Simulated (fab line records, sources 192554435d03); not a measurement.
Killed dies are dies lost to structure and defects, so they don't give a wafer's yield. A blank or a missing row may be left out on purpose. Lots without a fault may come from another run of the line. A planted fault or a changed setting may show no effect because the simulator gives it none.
Which tool did it? | flow n5_finfet | 24 lots, 72 wafers sampled, at 5 steps of a route of 1938

WHAT THE GAUGES READ, wafer by wafer
N5_BEOL_M7_CD_MEAS_11: target cd 38.5 nm.
lot  | measured     | on        | cd_nm (nm)
L075 | day 8 23:20  | cd_sem-03 | 39.5 39.1 38.6
L074 | day 8 23:44  | cd_sem-01 | 38.6 38.2 38.7
L076 | day 9 08:01  | cd_sem-01 | 38.5 38.3 38.6
L077 | day 9 14:18  | cd_sem-03 | 38.5 38.8 38.5
L078 | day 9 19:48  | cd_sem-01 | 38.1 38.5 38.1
L079 | day 10 07:56 | cd_sem-02 | 39.3 38.8 38.7
L080 | day 10 09:04 | cd_sem-02 | 38.6 38.4 37.9
L081 | day 11 02:24 | cd_sem-03 | 38.8 38.2 37.7
L082 | day 11 02:34 | cd_sem-02 | 39.0 38.3 38.8
L083 | day 11 14:05 | cd_sem-02 | 38.5 38.4 38.5
L086 | day 11 17:44 | cd_sem-02 | 38.9 38.6 38.7
L085 | day 11 17:59 | cd_sem-02 | 38.3 37.8 37.8
L084 | day 11 18:18 | cd_sem-02 | 38.1 38.6 38.3
L087 | day 12 03:17 | cd_sem-01 | 39.5 39.2 38.9
L089 | day 12 14:39 | cd_sem-03 | 38.8 39.2 38.4
L088 | day 12 14:41 | cd_sem-02 | 38.0 38.1 38.8
L091 | day 12 22:58 | cd_sem-02 | 38.6 38.4 38.6
L092 | day 13 04:00 | cd_sem-02 | 37.9 38.7 38.9
L090 | day 13 05:01 | cd_sem-03 | 38.6 38.7 38.8
L094 | day 14 07:08 | cd_sem-02 | 38.0 38.0 38.2
L093 | day 14 07:34 | cd_sem-02 | 37.7 38.7 38.7
L095 | day 14 09:11 | cd_sem-02 | 38.1 38.0 38.6
L096 | day 14 10:03 | cd_sem-03 | 38.5 38.3 38.1
L097 | day 14 10:26 | cd_sem-03 | 38.9 39.2 39.5

N5_BEOL_M7_INSPECT_13: inspects for defects (brightfield).
lot  | measured     | on                | raw_defect_count
L075 | day 8 23:23  | defect_inspect-02 | 292 343 228
L074 | day 8 23:47  | defect_inspect-01 | 481 433 367
L076 | day 9 08:05  | defect_inspect-02 | 343 355 357
L077 | day 9 14:21  | defect_inspect-01 | 360 348 435
L078 | day 9 19:51  | defect_inspect-01 | 294 297 283
L079 | day 10 07:59 | defect_inspect-01 | 569 368 434
L080 | day 10 09:07 | defect_inspect-01 | 284 238 304
L081 | day 11 02:27 | defect_inspect-01 | 457 424 293
L082 | day 11 02:37 | defect_inspect-02 | 207 423 337
L083 | day 11 14:08 | defect_inspect-02 | 527 397 263
L086 | day 11 17:47 | defect_inspect-01 | 339 243 383
L085 | day 11 18:02 | defect_inspect-01 | 305 383 429
L084 | day 11 18:21 | defect_inspect-02 | 508 413 447
L087 | day 12 03:20 | defect_inspect-02 | 507 291 319
L089 | day 12 14:42 | defect_inspect-02 | 339 440 387
L088 | day 12 14:44 | defect_inspect-02 | 514 490 509
L091 | day 12 23:01 | defect_inspect-01 | 258 257 186
L092 | day 13 04:04 | defect_inspect-02 | 389 277 363
L090 | day 13 05:04 | defect_inspect-02 | 418 400 421
L094 | day 14 07:11 | defect_inspect-01 | 396 339 397
L093 | day 14 07:37 | defect_inspect-02 | 388 383 385
L095 | day 14 09:14 | defect_inspect-02 | 391 402 439
L096 | day 14 10:07 | defect_inspect-02 | 453 477 516
L097 | day 14 10:29 | defect_inspect-02 | 639 379 331

N5_BEOL_M8_OVL_MEAS_12.
lot  | measured     | on         | M8_OVL (nm)
L075 | day 9 07:32  | overlay-01 | -0.1 0.0 0.8
L074 | day 9 07:43  | overlay-01 | -0.4 -0.2 0.6
L076 | day 9 16:27  | overlay-02 | -1.0 -0.1 -0.9
L077 | day 9 20:19  | overlay-01 | -0.7 -0.3 1.0
L078 | day 10 10:35 | overlay-01 | -2.0 -1.2 -1.2
L079 | day 10 16:52 | overlay-01 | -0.8 -0.9 -1.2
L080 | day 10 18:23 | overlay-01 | -1.3 -1.6 -1.4
L081 | day 11 14:12 | overlay-01 | 0.2 0.1 -1.5
L082 | day 11 14:16 | overlay-01 | -0.3 0.5 -0.6
L083 | day 11 20:32 | overlay-02 | -1.1 -0.7 -1.2
L086 | day 12 00:17 | overlay-02 | 0.0 -0.3 -0.1
L085 | day 12 03:14 | overlay-01 | -0.4 -0.3 -0.5
L084 | day 12 04:20 | overlay-01 | -1.3 -1.4 -1.0
L087 | day 12 10:48 | overlay-01 | 1.0 -0.5 0.6
L089 | day 12 23:21 | overlay-02 | -1.1 -1.5 -0.3
L088 | day 13 01:38 | overlay-02 | -1.1 -1.5 -0.9
L091 | day 13 04:57 | overlay-02 | -0.5 0.0 -0.1
L092 | day 13 10:44 | overlay-02 | 0.0 0.2 0.3
L090 | day 13 12:02 | overlay-02 | 0.3 -0.1 -0.5
L094 | day 14 16:50 | overlay-02 | 0.4 0.5 0.9
L093 | day 14 17:13 | overlay-01 | -1.4 -0.4 -1.5
L095 | day 14 17:40 | overlay-01 | 0.1 -0.8 -0.6
L096 | day 14 17:50 | overlay-02 | 0.5 1.3 1.0
L097 | day 14 17:29 | overlay-02 | 0.9 0.3 -0.3

N5_BEOL_M8_INSPECT_13: inspects for defects (brightfield).
lot  | measured     | on                | raw_defect_count
L075 | day 9 07:34  | defect_inspect-02 | 408 336 420
L074 | day 9 07:44  | defect_inspect-02 | 334 297 370
L076 | day 9 16:29  | defect_inspect-02 | 533 587 530
L077 | day 9 20:20  | defect_inspect-01 | 261 291 265
L078 | day 10 10:36 | defect_inspect-01 | 331 346 340
L079 | day 10 16:53 | defect_inspect-01 | 344 267 481
L080 | day 10 18:25 | defect_inspect-02 | 392 378 272
L081 | day 11 14:13 | defect_inspect-02 | 469 433 350
L082 | day 11 14:18 | defect_inspect-02 | 404 356 331
L083 | day 11 20:34 | defect_inspect-02 | 465 508 364
L086 | day 12 00:19 | defect_inspect-01 | 268 351 425
L085 | day 12 03:15 | defect_inspect-02 | 396 310 347
L084 | day 12 04:22 | defect_inspect-02 | 424 580 621
L087 | day 12 10:49 | defect_inspect-02 | 306 325 302
L089 | day 12 23:23 | defect_inspect-02 | 380 315 412
L088 | day 13 01:40 | defect_inspect-02 | 429 396 348
L091 | day 13 04:58 | defect_inspect-02 | 563 419 588
L092 | day 13 10:45 | defect_inspect-02 | 277 335 334
L090 | day 13 12:04 | defect_inspect-01 | 408 415 375
L094 | day 14 16:52 | defect_inspect-01 | 359 309 383
L093 | day 14 17:15 | defect_inspect-01 | 277 260 268
L095 | day 14 17:41 | defect_inspect-01 | 416 463 454
L096 | day 14 17:52 | defect_inspect-01 | 393 482 496
L097 | day 14 17:30 | defect_inspect-01 | 447 377 290

WHICH TOOL RAN EACH LOT (tool, then ch and the chambers of the sampled wafers, then the start)
lot  | N5_BEOL_M8_HM_DEP_02
L075 | pvd_sputter-02, day 9 07:01
L074 | pvd_sputter-01, day 9 07:03
L076 | pvd_sputter-02, day 9 15:55
L077 | pvd_sputter-01, day 9 19:47
L078 | pvd_sputter-02, day 10 10:03
L079 | pvd_sputter-02, day 10 16:20
L080 | pvd_sputter-03, day 10 17:52
L081 | pvd_sputter-03, day 11 13:40
L082 | pvd_sputter-03, day 11 13:52
L083 | pvd_sputter-03, day 11 20:08
L086 | pvd_sputter-03, day 11 23:46
L085 | pvd_sputter-01, day 12 02:50
L084 | pvd_sputter-01, day 12 03:49
L087 | pvd_sputter-03, day 12 10:16
L089 | pvd_sputter-03, day 12 22:49
L088 | pvd_sputter-01, day 13 01:14
L091 | pvd_sputter-02, day 13 04:25
L092 | pvd_sputter-01, day 13 10:19
L090 | pvd_sputter-03, day 13 11:31
L094 | pvd_sputter-02, day 14 16:26
L093 | pvd_sputter-02, day 14 16:41
L095 | pvd_sputter-02, day 14 17:08
L096 | pvd_sputter-02, day 14 17:19
L097 | pvd_sputter-02, day 14 16:57
- N5_BEOL_M8_HM_DEP_02: deposits TiN, target thk 20 nm.

WHAT THE TOOLS THEMSELVES READ (means of the sampled wafers that have a number; where no wafer has one, the mark that the record gives instead)
N5_BEOL_M8_HM_DEP_02.
lot  | tool           | throttle_valve_pct (%)
L075 | pvd_sputter-02 | 30.1
L074 | pvd_sputter-01 | 30.1
L076 | pvd_sputter-02 | 30.2
L077 | pvd_sputter-01 | 30.1
L078 | pvd_sputter-02 | 30.2
L079 | pvd_sputter-02 | 30.1
L080 | pvd_sputter-03 | 30.1
L081 | pvd_sputter-03 | 29.9
L082 | pvd_sputter-03 | 29.8
L083 | pvd_sputter-03 | 30.1
L086 | pvd_sputter-03 | 29.6
L085 | pvd_sputter-01 | 29.8
L084 | pvd_sputter-01 | 30.1
L087 | pvd_sputter-03 | 30.1
L089 | pvd_sputter-03 | 30.2
L088 | pvd_sputter-01 | 30.2
L091 | pvd_sputter-02 | 30.0
L092 | pvd_sputter-01 | 29.8
L090 | pvd_sputter-03 | 30.2
L094 | pvd_sputter-02 | 30.3
L093 | pvd_sputter-02 | 30.3
L095 | pvd_sputter-02 | 29.9
L096 | pvd_sputter-02 | 30.0
L097 | pvd_sputter-02 | 30.5

THE ANSWER, worked out from the rows above alone
Rule: what is usual is taken from the lots themselves. Put in order of their means at a reading, lots are off if they are a third of the lots or fewer, leave a main group of 4 or more, and stand apart from it by a gap of 3 or more times the standard deviation of the main group's means; of several such gaps the widest counts. A main group whose means are all the same, to the digits that the tables above print for the reading, isn't used. A lot without any number at a reading at which 4 lots or more have one is off too. The other lots that the step has rows for count as sound. The gauges are gone through in route order, then the tools' own readings, and for those a lot's mean is taken as printed above. The first step at which some lot is off is used, and at that step the reading that is off furthest; a lot without a number counts as furthest.
No lot is off at any reading shown: from this, nothing can be told.

WHAT THE SIMULATOR HAD PUT IN
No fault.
